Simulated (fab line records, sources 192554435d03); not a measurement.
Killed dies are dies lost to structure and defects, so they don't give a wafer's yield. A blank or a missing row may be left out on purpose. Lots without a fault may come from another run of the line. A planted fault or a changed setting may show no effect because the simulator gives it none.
Chamber matching | flow n5_finfet | N5_DUMMY_GATE_STRIP_41 on rie_diel-04: 4 sister chambers
The step strips in O2. 4 wafers are shown with their chamber, then 12 later ones without.

WAFERS WITH THEIR CHAMBER
wafer  | chamber | drypump_motor_current_A (A)
L085.2 | 0       | 5.1
L089.4 | 1       | 5.0
L089.5 | 3       | 6.1
L089.6 | 2       | 6.3

WAFERS WITHOUT THEIR CHAMBER
wafer  | drypump_motor_current_A (A)
L093.2 | 5.1
L093.4 | 6.3
L093.6 | 6.3
L094.1 | 5.1
L094.2 | 6.1
L094.6 | 6.0
L096.1 | 6.1
L096.2 | 6.3
L096.6 | 5.1
L097.1 | 6.1
L097.3 | 6.3
L097.5 | 6.2

WHICH CHAMBER EACH WENT THROUGH
wafer  | from the rows above     | in truth
L093.2 | 0                       | 0
L093.4 | 2                       | 2
L093.6 | 2                       | 2
L094.1 | 0                       | 0
L094.2 | 3                       | 3
L094.6 | 3                       | 3
L096.1 | 3                       | 3
L096.2 | 2                       | 2
L096.6 | 0                       | 0
L097.1 | 3                       | 3
L097.3 | 2                       | 2
L097.5 | can't be placed: 2 or 3 | 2
Placed correctly: 11 of 12. Can't be placed from these rows: 1 (the true chamber is among the candidates in 1). Placed wrongly: 0.
How it was worked out, from the rows above alone: a wafer's distance from a chamber is the root of the sum, over the readings, of the square of ((its reading less the chamber's mean) divided by the reading's scatter). The wafer belongs to the nearest chamber; if the next one is less than 2 further off, it can't be placed. A chamber's mean is the mean of its shown wafers. The scatter: with one shown wafer a chamber, the root of the mean of the squares of how far each hidden wafer lies from its nearest shown one.
